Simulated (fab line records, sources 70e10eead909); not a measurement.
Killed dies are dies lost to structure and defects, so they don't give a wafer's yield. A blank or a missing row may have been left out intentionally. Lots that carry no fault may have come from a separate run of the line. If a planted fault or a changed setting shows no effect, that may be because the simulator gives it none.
fab line records	flow nand_harc
record: lots: 7	wafers: 21	last_day: 32
route steps=1302 shown A_BLC@1120 END@1302
lots that met no fault: taken from a fault-free run of the same line
start_h: hours from the record's opening day to when the first of the lot's shown wafers began	wait_h: hours since the lot's step before	" same as the row above	L1.1+2: a single row standing in for several wafers	- either no value or no given start	* or withheld: withheld	< > ~ a bound
route shown NAME@n: names a module that has steps shown in the file, with the first one's number in the route	usual: mean/standard deviation taken from wafers without a fault	same: alike in all rows	chamber/n: place in a boat	sites: readings site by site	_std_site: the values' standard deviation	_edge_site: inner sites' mean taken away from outer sites' mean	radius_mm: for every site, how far away it sits from the centre of the wafer	mask NAME#n: copy n	behind: the tool/chamber that last shaped the wafer	hold: why the lot was held/for how many hours/how that ended	device: the transistor (n, p or np) that didn't switch	end of line: the tests these same wafers got at the end of their route	step lacking rows: just its recipe	killed: count of dies lost to structure and defects at first sort (not the wafer's yield)	map: per-die view of a wafer (x killed, . not killed, _ where there is no die)
set.NAME: the setting that was run; set.NAME@STEP: the one run at that earlier step	model.NAME: the simulator's own value behind a step, which no gauge read
certain route steps with their lots: each step a table, each wafer a row
services: the hour from which a tool's chamber was out of use, counted from the record's first day as start_h (under 0 if before that day), plus the number of hours and why
== steps ==
step: NHARC_A_BLC_DESCUM_15
recipe: time_s: 3	o2_flow_sccm: 200	ar_flow_sccm: 0	bias_power_w: 0	chemistry: O2
usual: drypump_motor_current_A: 5.57/0.23	oes_product_au: 0.999/0.0088	rf_vpp_V: 57.8/0.88	showerhead_plenum_p_Torr: 1.93/0.071	throttle_valve_pct: 11.311/0.0095
lot.wafer	tool	chamber	start_h	wait_h	drypump_motor_current_A	oes_product_au	rf_hours_counter_h	rf_vpp_V	showerhead_plenum_p_Torr	throttle_valve_pct
L530.4	rie_diel-05	1	527.08	0.1	5.45	0.996	8	56.8	1.91	11.306
L530.1	"	2	"	"	5.61	0.996	7	57.7	2.00	11.303
L530.5	"	0	"	"	5.67	0.993	-	57.4	1.99	11.307
L532.4	rie_diel-03	2	540.92	0.1	5.98	0.984	7	59.8	1.99	11.328
L532.1	"	3	"	"	5.59	1.003	8	59.3	1.87	11.310
L532.3	"	0	"	"	5.63	0.988	7	57.2	2.03	11.311
L536.1	rie_diel-03	2	590.00	0.1	5.97	0.994	11	58.7	1.99	11.314
L536.2	"	3	"	"	5.56	1.012	11	56.5	1.87	11.310
L536.4	"	0	"	"	5.62	0.988	12	56.8	2.02	11.297
L539.3	rie_diel-03	2	606.73	0.1	5.97	1.002	13	59.1	1.99	11.309
L539.1	"	3	"	"	5.61	1.016	12	58.4	1.87	11.300
L539.4	"	0	"	"	5.62	0.986	13	58.6	2.02	11.330
L545.1	rie_diel-01	3	663.16	0.1	5.30	1.003	33	57.6	1.79	11.303
L545.2	"	1	"	"	4.82	1.006	40	57.1	1.93	11.308
L545.4	"	2	"	"	5.91	0.999	35	58.4	1.78	11.304
L547.1	rie_diel-05	3	689.52	0.1	5.41	0.999	5	58.4	1.93	11.312
L547.6	"	0	"	"	5.66	0.993	-	58.4	1.99	11.316
L547.5	"	1	"	"	5.42	1.002	-	57.2	1.91	11.325
L548.4	rie_diel-05	1	696.91	0.1	5.42	0.996	6	57.9	1.91	11.298
L548.3	"	3	"	"	5.40	1.001	5	58.5	1.93	11.308
L548.6	"	1	"	"	5.42	1.000	-	58.9	1.91	11.335
step: NHARC_A_BLC_ETCH_16
recipe: target_depth_a: 390	over_etch_frac: 0.3	time_s: 65	ion_energy_ev: 80	cf4_flow_sccm: 150	ar_flow_sccm: 0	rf_w: 300	bias_w: 100	chemistry: CF4
usual: drypump_motor_current_A: 5.55/0.22	oes_product_au: 0.999/0.0082	rf_vpp_V: 151.4/1.1	showerhead_plenum_p_Torr: 1.78/0.061	throttle_valve_pct: 13.284/0.0093
same: over_etch_frac: 0.3
lot.wafer	tool	chamber	start_h	wait_h	drypump_motor_current_A	oes_product_au	rf_hours_counter_h	rf_vpp_V	showerhead_plenum_p_Torr	throttle_valve_pct
L530.4	rie_diel-05	1	527.17	0.1	5.42	0.982	8	151.1	1.77	13.282
L530.1	"	2	"	"	5.55	1.003	7	152.2	1.84	13.282
L530.5	"	3	"	"	5.40	0.989	-	151.3	1.79	13.303
L532.4	rie_diel-03	0	541.00	0.1	5.64	1.000	7	152.6	1.87	13.272
L532.1	"	1	"	"	5.51	1.014	4	149.4	1.70	13.274
L532.3	"	2	"	"	6.01	0.999	7	152.0	1.84	13.289
L536.4	rie_diel-03	0	590.08	0.1	5.66	0.988	12	151.3	1.86	13.283
L536.1	"	1	"	"	5.52	1.010	8	149.8	1.70	13.294
L536.2	"	3	"	"	5.63	1.005	11	152.6	1.73	13.282
L539.4	rie_diel-03	3	606.81	0.1	5.61	1.007	12	151.7	1.73	13.280
L539.1	"	1	"	"	5.48	1.019	10	150.1	1.70	13.283
L539.3	"	2	"	"	5.99	0.999	13	151.9	1.83	13.287
L545.2	rie_diel-01	0	663.24	0.1	5.66	1.013	38	148.9	1.71	13.286
L545.1	"	1	"	"	4.80	1.012	40	151.8	1.78	13.287
L545.4	"	2	"	"	5.92	1.013	35	150.1	1.65	13.293
L547.1	rie_diel-05	0	689.59	0.1	5.66	0.992	4	151.9	1.83	13.289
L547.6	"	2	"	"	5.55	0.997	-	152.1	1.84	13.271
L547.5	"	3	"	"	5.38	0.990	-	151.8	1.78	13.280
L548.4	rie_diel-05	2	696.98	0.1	5.55	0.998	6	151.6	1.84	13.293
L548.3	"	1	"	"	5.38	0.995	6	150.9	1.76	13.278
L548.6	"	2	"	"	5.57	1.003	-	152.9	1.84	13.274
step: NHARC_A_BLC_ETCH_17
recipe: target_depth_a: 3900	over_etch_frac: 0.25	time_s: 609.38	ion_energy_ev: 200	n2_flow_sccm: 150	h2_flow_sccm: 150	ar_flow_sccm: 0	rf_w: 400	bias_w: 150	chemistry: N2/H2
usual: drypump_motor_current_A: 5.58/0.24	n2_flow_sccm: 150.0/0.44	oes_product_au: 0.999/0.0089	rf_vpp_V: 431.0/2.2	showerhead_plenum_p_Torr: 2.06/0.079	throttle_valve_pct: 14.172/0.0085
same: over_etch_frac: 0.25
lot.wafer	tool	chamber	start_h	wait_h	drypump_motor_current_A	n2_flow_sccm	oes_product_au	rf_hours_counter_h	rf_vpp_V	showerhead_plenum_p_Torr	throttle_valve_pct
L530.1	rie_diel-05	0	-	-	5.65	150.1	0.976	8	432.0	2.12	14.153
L530.4	"	3	"	"	5.41	150.6	0.980	7	430.9	2.06	14.167
L530.5	"	1	"	"	5.44	149.9	1.001	-	429.1	2.04	14.170
L532.3	rie_diel-03	2	-	-	5.99	149.8	0.986	7	433.8	2.13	14.174
L532.4	"	3	"	"	5.60	150.0	0.994	8	429.9	2.00	14.166
L532.1	"	0	"	"	5.66	149.7	0.983	8	432.9	2.16	14.178
L536.1	rie_diel-03	3	-	-	5.62	149.8	1.011	11	429.3	2.00	14.170
L536.4	"	0	"	"	5.66	149.3	0.984	12	433.0	2.16	14.174
L536.2	"	2	"	"	5.98	150.0	0.995	11	432.2	2.12	14.176
L539.4	rie_diel-03	0	-	-	5.67	149.6	0.996	13	433.0	2.16	14.167
L539.3	"	1	"	"	5.50	150.0	1.016	10	427.5	1.95	14.168
L539.1	"	2	"	"	5.99	150.4	1.004	13	432.3	2.12	14.175
L545.1	rie_diel-01	2	-	-	5.94	148.6	1.006	35	425.9	1.89	14.163
L545.4	"	3	"	"	5.26	150.2	0.998	33	427.1	1.90	14.174
L545.2	"	0	"	"	5.67	151.3	0.997	38	427.4	1.97	14.181
L547.1	rie_diel-05	0	-	-	5.64	150.0	1.000	5	433.0	2.12	14.167
L547.5	"	0	"	"	5.66	149.9	0.995	-	432.3	2.12	14.176
L547.6	"	1	"	"	5.46	149.4	1.000	-	430.9	2.03	14.174
L548.3	rie_diel-05	3	-	-	5.41	150.4	0.998	6	431.9	2.06	14.166
L548.4	"	2	"	"	5.66	149.8	0.998	6	432.3	2.13	14.171
L548.6	"	3	"	"	5.41	150.5	1.000	-	433.0	2.06	14.169
step: NHARC_A_BLC_ETCH_18
recipe: target_depth_a: 9100	c4f8_flow_sccm: 20	o2_flow_sccm: 10	ar_flow_sccm: withheld	rf_w: 600	bias_w: 1500	chemistry: C4F8/O2/Ar
step: NHARC_A_BLC_CD_MEAS_19
usual: cd_nm: 100.2/1.3
lot.wafer	tool	chamber	start_h	wait_h	cd_nm
L530.1	cd_sem-01	-	528.04	-	99.3
L530.4	"	-	"	"	100.4
L530.5	"	-	"	"	100.5
L532.1	cd_sem-02	-	541.87	-	100.2
L532.3	"	-	"	"	100.1
L532.4	"	-	"	"	101.3
L536.1	cd_sem-02	-	590.96	-	99.9
L536.2	"	-	"	"	98.7
L536.4	"	-	"	"	99.3
L539.1	cd_sem-03	-	607.69	-	99.8
L539.3	"	-	"	"	101.2
L539.4	"	-	"	"	100.3
L545.1	cd_sem-03	-	664.13	-	101.2
L545.2	"	-	"	"	100.0
L545.4	"	-	"	"	97.5
L547.1	cd_sem-03	-	690.46	-	99.9
L547.5	"	-	"	"	101.2
L547.6	"	-	"	"	100.8
L548.3	cd_sem-01	-	697.88	-	100.1
L548.4	"	-	"	"	98.9
L548.6	"	-	"	"	98.5
step: NHARC_A_BLC_STRIP_29
recipe: cf4_flow_sccm: 150	ar_flow_sccm: 0	bias_w: 0	chemistry: CF4
step: NHARC_A_BLC_STRIP_21
recipe: o2_flow_sccm: 500	ar_flow_sccm: 0	bias_w: 0	chemistry: O2
usual: drypump_motor_current_A: 5.56/0.24	oes_product_au: 0.999/0.008	rf_vpp_V: 57.8/0.92	showerhead_plenum_p_Torr: 3.55/0.12	throttle_valve_pct: 17.036/0.0085
lot.wafer	tool	chamber	start_h	wait_h	drypump_motor_current_A	oes_product_au	rf_hours_counter_h	rf_vpp_V	showerhead_plenum_p_Torr	throttle_valve_pct
L530.1	rie_diel-01	3	528.23	0.1	5.29	1.001	43	58.9	3.33	17.013
L530.4	"	2	"	"	5.91	0.995	42	57.9	3.32	17.032
L530.5	"	3	"	"	5.27	0.994	-	58.5	3.33	17.029
L532.1	rie_diel-05	1	542.08	0.1	5.45	0.997	9	57.5	3.53	17.035
L532.3	"	3	"	"	5.42	0.999	8	57.4	3.57	17.040
L532.4	"	0	"	"	5.65	0.994	-	57.1	3.66	17.058
L536.4	rie_diel-01	0	591.14	0.1	5.66	1.001	9	57.0	3.43	17.028
L536.1	"	2	"	"	5.92	1.012	11	57.8	3.31	17.043
L536.2	"	3	"	"	5.25	1.000	8	57.0	3.32	17.027
L539.3	rie_diel-05	3	607.88	0.1	5.39	0.986	0	59.1	3.56	17.042
L539.1	"	0	"	"	5.67	0.990	0	57.1	3.66	17.043
L539.4	"	1	"	"	5.39	0.994	0	58.0	3.52	17.042
L545.1	rie_diel-03	3	664.30	0.1	5.65	1.003	1	58.9	3.46	17.046
L545.2	"	1	"	"	5.51	1.007	1	57.8	3.38	17.040
L545.4	"	2	"	"	5.98	0.994	1	58.4	3.66	17.043
L547.1	rie_diel-03	2	690.64	0.1	6.00	1.003	4	58.7	3.65	17.040
L547.5	"	2	"	"	6.02	1.011	-	57.2	3.66	17.029
L547.6	"	3	"	"	5.55	1.010	-	57.1	3.46	17.036
L548.4	rie_diel-05	0	698.05	0.1	5.69	0.989	6	58.6	3.65	17.025
L548.3	"	3	"	"	5.41	0.986	6	58.3	3.56	17.048
L548.6	"	1	"	"	5.42	0.993	-	57.3	3.52	17.024
step: NHARC_A_BLC_STRIP_22
recipe: time_s: 600	temp_c: 30	chemistry: post_etch_residue_remover
step: NHARC_A_BLC_DEGAS_30
recipe: temp_c: 300	time_s: 60
step: NHARC_A_BLC_PRE_CLEAN_31
recipe: time_s: 15	bias_v: 250	gas: Ar
step: NHARC_A_BLC_PVD_32
recipe: target_thk_a: 50	chamber_pressure_pa: 5	power_w: 5000	substrate_temp_c: 200	time_s: 17.7	material: Ti
usual: throttle_valve_pct: 29.8/1.1
lot.wafer	tool	chamber	start_h	wait_h	throttle_valve_pct
L530.1	pvd_sputter-03	-	-	-	28.8
L530.4	"	-	"	"	30.3
L530.5	"	-	"	"	28.9
L532.4	pvd_sputter-01	-	-	-	29.4
L532.3	"	-	"	"	31.0
L532.1	"	-	"	"	30.0
L536.4	pvd_sputter-02	-	-	-	28.3
L536.2	"	-	"	"	28.8
L536.1	"	-	"	"	29.5
L539.4	pvd_sputter-01	-	-	-	30.8
L539.3	"	-	"	"	31.9
L539.1	"	-	"	"	29.7
L545.4	pvd_sputter-02	-	-	-	29.6
L545.1	"	-	"	"	29.4
L545.2	"	-	"	"	27.7
L547.1	pvd_sputter-03	-	-	-	29.2
L547.5	"	-	"	"	28.4
L547.6	"	-	"	"	29.0
L548.4	pvd_sputter-03	-	-	-	29.3
L548.3	"	-	"	"	30.6
L548.6	"	-	"	"	29.1
step: NHARC_A_BLC_ALD_23
recipe: target_thk_a: 30	pulse_time_s: 1	ald_cycles: 150	temp_c: 450	material: TiN
step: NHARC_A_BLC_CVD_24
recipe: target_thk_a: 1500	temp_c: 300	pressure_torr: 40	wf6_flow_sccm: 40	h2_flow_sccm: 1600	ar_flow_sccm: 1560	time_s: 434	material: W
usual: chamber_pressure_Torr: 39.99/0.1	heater_power_outer_w: 266/12	heater_power_w: 475/25	throttle_valve_pct: 8.0/0.36
lot.wafer	tool	chamber	start_h	wait_h	chamber_pressure_Torr	heater_power_outer_w	heater_power_w	since_wet_clean_h	throttle_valve_pct
L530.1	cvd_w-01	1	529.17	-	40.01	285	502	150	7.6
L530.4	"	0	"	"	39.85	261	472	-	8.5
L530.5	"	0	"	"	40.02	263	466	-	8.4
L532.1	cvd_w-01	1	543.06	-	39.97	283	512	164	7.8
L532.3	"	0	"	"	40.06	270	466	-	8.5
L532.4	"	1	"	"	39.95	282	526	-	7.5
L536.1	cvd_w-02	1	592.01	-	40.09	256	451	127	7.6
L536.2	"	0	"	"	39.85	265	466	127	8.3
L536.4	"	0	"	"	40.01	257	475	-	7.8
L539.1	cvd_w-02	0	608.82	-	39.92	262	467	144	7.8
L539.4	"	1	"	"	39.98	256	453	-	8.0
L539.3	"	0	"	"	40.03	263	468	-	8.0
L545.1	cvd_w-02	0	665.17	-	-	-	-	-	-
L545.2	"	1	"	"	-	-	-	-	-
L545.4	"	1	"	"	-	-	-	-	-
L547.1	cvd_w-02	0	691.50	-	-	-	-	-	-
L547.5	"	0	"	"	-	-	-	-	-
L547.6	"	1	"	"	-	-	-	-	-
L548.3	cvd_w-01	0	699.07	-	-	-	-	-	-
L548.4	"	1	"	"	-	-	-	-	-
L548.6	"	0	"	"	-	-	-	-	-
step: NHARC_A_BLC_CMP_25
recipe: t_overpolish_s: 30	target_thk_nm: 150
usual: motor_current_A: 12.0/1.5	overpolish_run_s: 29.999/0.0085	time_to_endpoint_s: 29.6/2
lot.wafer	tool	chamber	start_h	wait_h	motor_current_A	overpolish_run_s	time_to_endpoint_s
L530.4	cmp-01	2	529.65	0.3	11.9	29.999	29.4
L530.1	"	3	"	"	10.5	29.994	28.6
L530.5	"	2	"	"	11.1	29.996	29.6
L532.1	cmp-01	2	543.51	0.4	11.1	29.983	28.5
L532.3	"	3	"	"	10.1	30.008	26.4
L532.4	"	1	"	"	10.4	29.990	28.1
L536.2	cmp-04	3	592.57	0.4	11.8	30.001	32.5
L536.4	"	0	"	"	13.5	29.986	34.4
L536.1	"	1	"	"	13.0	30.007	32.6
L539.4	cmp-02	1	609.30	0.3	12.2	29.997	28.4
L539.3	"	2	"	"	10.5	29.990	26.7
L539.1	"	3	"	"	13.8	30.005	27.5
L545.4	cmp-01	2	665.70	0.2	11.8	30.004	3.3
L545.1	"	3	"	"	10.4	30.003	3.2
L545.2	"	1	"	"	11.2	30.007	1.4
L547.1	cmp-04	0	692.08	0.5	12.9	30.002	2.3
L547.6	"	2	"	"	15.0	30.000	0.3
L547.5	"	3	"	"	12.2	30.004	1.4
L548.3	cmp-02	2	699.48	0.3	10.9	30.017	0.0
L548.4	"	0	"	"	13.0	29.996	0.0
L548.6	"	1	"	"	12.2	29.999	0.0
step: NHARC_END_SORT_01
recipe: temp_c: 25
usual: killed_at_array: 59/17	killed_at_other: 0.7/0.9	killed_at_periphery: 3.6/2.3	killed_dies: 63/18	killed_open: 3.4/1.9	killed_short: 2.6/1.7
same: gross_dies: 677
lot.wafer	tool	chamber	start_h	wait_h	killed_at_array	killed_at_other	killed_at_periphery	killed_dies	killed_open	killed_short
L530.1	prober-01	0	570.54	2.5	57	0	1	58	3	1
L530.4	prober-01	0	572.95	3.4	49	0	1	50	5	0
L530.5	prober-01	0	573.76	3.7	60	1	3	64	3	1
L532.1	prober-02	0	585.14	2.5	59	0	1	60	8	4
L532.3	prober-02	0	586.72	3.1	49	1	1	51	2	2
L532.4	prober-02	0	587.51	3.4	46	1	3	50	6	3
L539.1	prober-02	0	652.20	2.5	38	1	7	46	5	3
L539.3	prober-02	0	653.78	3.1	29	1	6	36	4	1
L539.4	prober-02	0	654.57	3.4	32	1	6	39	4	1
L545.1	prober-01	0	704.53	2.5	673	0	4	677	1	2
L545.2	prober-01	0	705.33	2.8	673	0	4	677	4	4
L545.4	prober-01	0	706.92	3.4	676	0	1	677	4	2
L547.1	prober-02	0	733.29	2.5	677	0	0	677	5	3
L547.5	prober-02	0	736.50	3.7	676	0	1	677	2	3
L547.6	prober-02	0	737.31	4.0	672	0	5	677	5	1
L548.3	prober-01	0	753.80	3.1	675	0	2	677	1	1
L548.4	prober-01	0	754.60	3.4	670	2	5	677	2	5
L548.6	prober-01	0	756.19	4.0	674	1	2	677	2	8
killed by level:class
L530.1 A_CHANNEL_HOLE_D2:chamber_film_flake=35 A_CONTACT:chamber_film_flake=8 A_ZERO_WELL:chamber_film_flake=3 A_STAIRCASE:chamber_film_flake=3 A_CHANNEL_FILL_D1:chamber_film_flake=2 A_SOURCE_PLATE:geometric_particle:short=1 A_ONON_D2:geometric_particle:open=1 A_CHANNEL_FILL_D2:geometric_particle:open=1
L530.4 A_CHANNEL_HOLE_D2:chamber_film_flake=31 A_CONTACT:chamber_film_flake=7 A_ZERO_WELL:chamber_film_flake=3 P_CONTACT:geometric_particle:open=1 A_ONON_D1:geometric_particle:open=1 A_CHANNEL_FILL_D1:geometric_particle:open=1 A_DECK1_JOINT:geometric_particle:open=1 A_M0:geometric_particle:open=1
L530.5 A_CHANNEL_HOLE_D2:chamber_film_flake=31 A_CONTACT:chamber_film_flake=9 A_ZERO_WELL:chamber_film_flake=5 A_STAIRCASE:chamber_film_flake=3 A_SGD_CUT:chamber_film_flake=3 P_STI:chamber_film_flake=2 A_CHANNEL_HOLE_D1:chamber_film_flake=2 A_CHANNEL_FILL_D1:chamber_film_flake=2
L532.1 A_SLIT:chamber_film_flake=29 A_CHANNEL_HOLE_D2:chamber_film_flake=10 A_CHANNEL_HOLE_D1:chamber_film_flake=4 A_STAIRCASE:chamber_film_flake=4 A_CHANNEL_FILL_D1:geometric_particle:open=2 A_WL_FILL:geometric_particle:open=2 P_CONTACT:geometric_particle:open=1 A_DECK1_JOINT:geometric_particle:open=1
L532.3 A_SLIT:chamber_film_flake=24 A_CHANNEL_HOLE_D2:chamber_film_flake=6 A_CONTACT:chamber_film_flake=6 A_CHANNEL_HOLE_D1:chamber_film_flake=3 A_STAIRCASE:chamber_film_flake=3 A_WL_FILL:geometric_particle:short=2 A_DECK1_JOINT:chamber_film_flake=2 P_M2:geometric_particle:open=1
L532.4 A_SLIT:chamber_film_flake=24 A_CHANNEL_HOLE_D2:chamber_film_flake=9 A_CONTACT:chamber_film_flake=3 P_GATE:geometric_particle:open=1 P_CONTACT:geometric_particle:open=1 P_M1:geometric_particle:open=1 A_DECK1_JOINT:geometric_particle:short=1 A_CHANNEL_FILL_D2:geometric_particle:short=1
L539.1 A_CHANNEL_HOLE_D2:chamber_film_flake=15 A_CHANNEL_HOLE_D1:chamber_film_flake=6 A_ONON_D2:geometric_particle:open=3 P_GATE:chamber_film_flake=3 A_STAIRCASE:chamber_film_flake=3 A_CONTACT:chamber_film_flake=3 A_CHANNEL_FILL_D2:geometric_particle:short=2 A_WL_FILL:chamber_film_flake=2
L539.3 A_CHANNEL_HOLE_D2:chamber_film_flake=12 A_CHANNEL_HOLE_D1:chamber_film_flake=6 A_CONTACT:geometric_particle:open=2 P_STI:chamber_film_flake=2 P_CONTACT:chamber_film_flake=2 A_STAIRCASE:chamber_film_flake=2 A_WL_FILL:chamber_film_flake=2 P_M0:geometric_particle:open=1
L539.4 A_CHANNEL_HOLE_D2:chamber_film_flake=13 A_CHANNEL_HOLE_D1:chamber_film_flake=5 P_ZERO_WELL:chamber_film_flake=3 A_STAIRCASE:chamber_film_flake=3 A_SLIT:chamber_film_flake=2 A_WL_FILL:chamber_film_flake=2 A_CONTACT:chamber_film_flake=2 P_GATE:geometric_particle:open=1
L545.1 A_BLC:area_cvd=628 A_CHANNEL_HOLE_D2:chamber_film_flake=23 A_CHANNEL_HOLE_D1:chamber_film_flake=9 A_CONTACT:chamber_film_flake=4 A_STAIRCASE:chamber_film_flake=3 A_DECK1_JOINT:chamber_film_flake=2 P_GATE:geometric_particle:short=1 P_CONTACT:geometric_particle:open=1
L545.2 A_BLC:area_cvd=628 A_CHANNEL_HOLE_D2:chamber_film_flake=19 A_CHANNEL_HOLE_D1:chamber_film_flake=13 A_SLIT:chamber_film_flake=3 A_ONON_D2:geometric_particle:open=2 A_ONON_D2:geometric_particle:short=2 P_ZERO_WELL:chamber_film_flake=2 A_WL_FILL:chamber_film_flake=2
L545.4 A_BLC:area_cvd=618 A_CHANNEL_HOLE_D2:chamber_film_flake=27 A_CHANNEL_HOLE_D1:chamber_film_flake=9 A_CONTACT:chamber_film_flake=8 A_WL_FILL:chamber_film_flake=5 A_CHANNEL_FILL_D1:geometric_particle:open=2 A_SLIT:chamber_film_flake=2 A_CHANNEL_FILL_D2:geometric_particle:short=2
L547.1 A_BLC:area_cvd=606 A_CHANNEL_HOLE_D1:chamber_film_flake=27 A_SLIT:chamber_film_flake=27 A_CONTACT:chamber_film_flake=6 A_WL_FILL:geometric_particle:open=2 A_ONON_D1:geometric_particle:short=1 A_ONON_D1:geometric_particle:open=1 A_DECK1_JOINT:geometric_particle:short=1
L547.5 A_BLC:area_cvd=594 A_CHANNEL_HOLE_D1:chamber_film_flake=32 A_SLIT:chamber_film_flake=26 A_CONTACT:chamber_film_flake=13 A_DECK1_JOINT:chamber_film_flake=3 A_CHANNEL_FILL_D2:chamber_film_flake=2 P_GATE:geometric_particle:short=1 A_ONON_D1:geometric_particle:open=1
L547.6 A_BLC:area_cvd=583 A_CHANNEL_HOLE_D1:chamber_film_flake=32 A_SLIT:chamber_film_flake=29 A_CONTACT:chamber_film_flake=13 P_GATE:chamber_film_flake=3 A_WL_FILL:chamber_film_flake=3 A_ONON_D1:geometric_particle:open=2 A_DECK1_JOINT:geometric_particle:open=2
L548.3 A_BLC:area_cvd=630 A_CHANNEL_HOLE_D1:chamber_film_flake=28 A_SLIT:chamber_film_flake=8 A_CONTACT:chamber_film_flake=4 P_ZERO_WELL:chamber_film_flake=2 A_CHANNEL_HOLE_D1:geometric_particle:short=1 A_M1:geometric_particle:open=1 A_ZERO_WELL:chamber_film_flake=1
L548.4 A_BLC:area_cvd=624 A_CHANNEL_HOLE_D1:chamber_film_flake=30 A_SLIT:chamber_film_flake=5 A_DECK1_JOINT:chamber_film_flake=3 A_STAIRCASE:chamber_film_flake=3 THIN_TSV:chamber_film_flake=2 P_CONTACT:geometric_particle:open=1 P_M0:geometric_particle:open=1
L548.6 A_BLC:area_cvd=619 A_CHANNEL_HOLE_D1:chamber_film_flake=32 A_SLIT:chamber_film_flake=7 A_CONTACT:chamber_film_flake=5 A_WL_FILL:geometric_particle:short=3 A_ONON_D2:geometric_particle:short=2 A_STAIRCASE:chamber_film_flake=2 P_GATE:geometric_particle:short=1
map L545.1 (x killed, . not)
____________x____________
_________xxxxxxx_________
_______xxxxxxxxxxx_______
______xxxxxxxxxxxxx______
_____xxxxxxxxxxxxxxx_____
____xxxxxxxxxxxxxxxxx____
____xxxxxxxxxxxxxxxxx____
___xxxxxxxxxxxxxxxxxxx___
___xxxxxxxxxxxxxxxxxxx___
__xxxxxxxxxxxxxxxxxxxxx__
__xxxxxxxxxxxxxxxxxxxxx__
_xxxxxxxxxxxxxxxxxxxxxxx_
_xxxxxxxxxxxxxxxxxxxxxxx_
_xxxxxxxxxxxxxxxxxxxxxxx_
_xxxxxxxxxxxxxxxxxxxxxxx_
_xxxxxxxxxxxxxxxxxxxxxxx_
xxxxxxxxxxxxxxxxxxxxxxxxx
xxxxxxxxxxxxxxxxxxxxxxxxx
xxxxxxxxxxxxxxxxxxxxxxxxx
xxxxxxxxxxxxxxxxxxxxxxxxx
xxxxxxxxxxxxxxxxxxxxxxxxx
_xxxxxxxxxxxxxxxxxxxxxxx_
_xxxxxxxxxxxxxxxxxxxxxxx_
_xxxxxxxxxxxxxxxxxxxxxxx_
_xxxxxxxxxxxxxxxxxxxxxxx_
_xxxxxxxxxxxxxxxxxxxxxxx_
__xxxxxxxxxxxxxxxxxxxxx__
__xxxxxxxxxxxxxxxxxxxxx__
___xxxxxxxxxxxxxxxxxxx___
___xxxxxxxxxxxxxxxxxxx___
____xxxxxxxxxxxxxxxxx____
____xxxxxxxxxxxxxxxxx____
_____xxxxxxxxxxxxxxx_____
______xxxxxxxxxxxxx______
_______xxxxxxxxxxx_______
_________xxxxxxx_________
____________x____________
map L547.1 (x killed, . not)
____________x____________
_________xxxxxxx_________
_______xxxxxxxxxxx_______
______xxxxxxxxxxxxx______
_____xxxxxxxxxxxxxxx_____
____xxxxxxxxxxxxxxxxx____
____xxxxxxxxxxxxxxxxx____
___xxxxxxxxxxxxxxxxxxx___
___xxxxxxxxxxxxxxxxxxx___
__xxxxxxxxxxxxxxxxxxxxx__
__xxxxxxxxxxxxxxxxxxxxx__
_xxxxxxxxxxxxxxxxxxxxxxx_
_xxxxxxxxxxxxxxxxxxxxxxx_
_xxxxxxxxxxxxxxxxxxxxxxx_
_xxxxxxxxxxxxxxxxxxxxxxx_
_xxxxxxxxxxxxxxxxxxxxxxx_
xxxxxxxxxxxxxxxxxxxxxxxxx
xxxxxxxxxxxxxxxxxxxxxxxxx
xxxxxxxxxxxxxxxxxxxxxxxxx
xxxxxxxxxxxxxxxxxxxxxxxxx
xxxxxxxxxxxxxxxxxxxxxxxxx
_xxxxxxxxxxxxxxxxxxxxxxx_
_xxxxxxxxxxxxxxxxxxxxxxx_
_xxxxxxxxxxxxxxxxxxxxxxx_
_xxxxxxxxxxxxxxxxxxxxxxx_
_xxxxxxxxxxxxxxxxxxxxxxx_
__xxxxxxxxxxxxxxxxxxxxx__
__xxxxxxxxxxxxxxxxxxxxx__
___xxxxxxxxxxxxxxxxxxx___
___xxxxxxxxxxxxxxxxxxx___
____xxxxxxxxxxxxxxxxx____
____xxxxxxxxxxxxxxxxx____
_____xxxxxxxxxxxxxxx_____
______xxxxxxxxxxxxx______
_______xxxxxxxxxxx_______
_________xxxxxxx_________
____________x____________
== services ==
tool	chamber	start_h	hours	kind
rie_diel-03	2	513.03	1.7	repair
cvd_w-02	-	520.79	1.6	repair
rie_diel-01	0	534.48	5.9	repair
rie_diel-05	2	540.92	19.4	repair
cvd_w-01	-	547.39	13.0	pm
rie_diel-01	3	553.19	17.0	repair
pvd_sputter-03	-	557.91	10.0	pm
rie_diel-01	-	558.35	9.0	pm
rie_diel-05	0	571.34	4.4	repair
rie_diel-01	3	573.93	2.5	repair
rie_diel-05	2	576.37	7.3	repair
cmp-01	-	577.78	4.0	pm
rie_diel-03	3	578.82	7.4	repair
rie_diel-05	-	583.60	9.0	pm
rie_diel-01	-	607.45	0.6	repair
cvd_w-02	1	609.55	11.4	repair
cvd_w-01	0	623.46	3.2	repair
rie_diel-05	3	628.01	9.5	repair
cvd_w-02	-	633.21	13.0	pm
rie_diel-03	-	635.32	9.0	pm
pvd_sputter-03	-	663.78	3.1	repair
cvd_w-01	-	664.60	6.0	repair
rie_diel-05	0	664.91	12.7	repair
pvd_sputter-03	-	668.05	2.3	repair
== key ==
first_sign: step: NHARC_A_BLC_CVD_24	reading: tool_record	direction: missing
effect: step: NHARC_A_BLC_CMP_25	reading: time_to_endpoint_s	direction: down	sigmas: 14	usual: *	struck: *
effect: step: NHARC_END_SORT_01	reading: killed_at_array	direction: up	sigmas: 36	usual: 59	struck: 674
more_kills_born_at: NHARC_A_BLC_CVD_24@cvd_w-02: 3657	NHARC_A_BLC_CVD_24@cvd_w-01: 1873
met_at NHARC_A_BLC_CVD_24
struck_wafers L545.1,L545.2,L545.4,L547.1,L547.5,L547.6,L548.3,L548.4,L548.6
later_rows_left_out L545.1,L545.2,L545.4,L547.1,L547.5,L547.6,L548.3,L548.4,L548.6
tester_left_out L545,L547,L548
onset_between 608.82 665.17
fault: kind: skipped_step_whole	tool: cvd_w-01,cvd_w-02	chamber: -	onset_h: 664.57	steps: NHARC_A_BLC_CVD_24	scope: struck_lots_only
tester_left_out: of these lots the tester's yield and bins aren't shown, on N5 and GAA mostly nor the transistor test; their killed dies are dies lost to structure and defects alone, not to doping, threshold or leakage, so they don't give the yield
later_rows_left_out: the simulator's readings of these wafers behind a module that went badly wrong aren't trusted and aren't shown, but for the sort
